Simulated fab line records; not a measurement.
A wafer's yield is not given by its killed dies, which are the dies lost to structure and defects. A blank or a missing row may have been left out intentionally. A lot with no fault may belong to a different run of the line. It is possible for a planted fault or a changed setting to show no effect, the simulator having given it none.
Code-filled problem report in 8D (eight disciplines) form    flow nand_harc    the parts of the form that need people (team, actions taken, sign-off) are left out

== 1. WHAT WENT WRONG ==
time_to_endpoint_s at NHARC_A_M0_CMP_23 reads a mean of 14.3 s on 3 wafers of 3 lots; wafers without a fault read 28.3 s with a standard deviation of 2.7. Relative to the usual mean, that is a shift of -5.2 standard deviations.
The step: polishes, t overpolish 20 s, target thk 113.75 nm.
Earliest sighting: wafer L821.5 on cmp-01 at day 27 00:17. The record holds 36 wafers of 12 lots with a number at this step. Rule for "out" (also "out of limits"): further than 4 standard deviations from the usual mean. The other wafers with a number count as sound.

== 2. WHAT IT IS; WHAT IT IS NOT ==
question                     is                      is not
which readings at this step  time_to_endpoint_s      motor_current_A
which lots                   L821, L823, L824        L813, L818, L820, L822, L831, L832, L833, L834, L835
which wafers of those lots   L821.5, L823.2, L824.2  L821.1, L821.6, L823.3, L823.5, L824.1, L824.3
read on which tools          cmp-01, cmp-03, cmp-04  -
when                         from day 27 00:17       up to then (14 sound wafers); but 19 sound wafers of L823, L824, L831, L832, L833, L834, L835 came after

== 3. WHAT RULES OUT EACH SUSPECT ==
Counting: a tool at a process step up to the reading stays a suspect if it ran every lot that is out. Sound lots after the first of them don't rule it out here, since some wafers of a struck lot are sound.
- ecd_cu-01 at NHARC_A_M0_ECD_22 (material Cu, target thk 400 nm): kept. It processed each lot that is out (first: L821, day 26 23:30); up to then, its last sound lot is L822 (day 26 16:07).
Left after counting: ecd_cu-01 at NHARC_A_M0_ECD_22.

== 4. THE CAUSE (what the simulator had put in) ==
ecd_cu-01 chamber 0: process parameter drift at NHARC_A_M0_ECD_22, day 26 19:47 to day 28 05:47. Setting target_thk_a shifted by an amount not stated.
Counting left only this tool.

== 5. SEQUENCE OF EFFECTS, ordered by route ==
Each row: a reading where the mean over the struck wafers with a number is more than 3 standard deviations away from the usual. Only readings for which the record gives a usual standard deviation are gone through. hours: the time from each lot's start at the first step in this table that gives one to its start at this step, as a median over the lots. sigmas: the change in usual standard deviations.
hours  step               reading             usual   on struck wafers  change  sigmas
0      NHARC_A_M0_CMP_23  time_to_endpoint_s  28.3 s  14.3              -14.0   -5.2
The process steps in it:
- NHARC_A_M0_CMP_23: polishes, t overpolish 20 s, target thk 113.75 nm.
Later measuring or inspecting steps at which every struck wafer that the step has a row for has a number for every such reading, and none has moved that far: NHARC_A_M0_INSPECT_27, NHARC_END_SORT_01.

== 6. HOW IT WOULD HAVE BEEN CAUGHT EARLIER ==
In this record the first reading out of limits was taken at day 27 00:17, 5 hours after the fault began at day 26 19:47.
Among the 3 lots that are out, L824, L823 began NHARC_A_M0_ECD_22 on ecd_cu-01 after day 27 00:17. A hold on the tool at that time would have spared those 2.
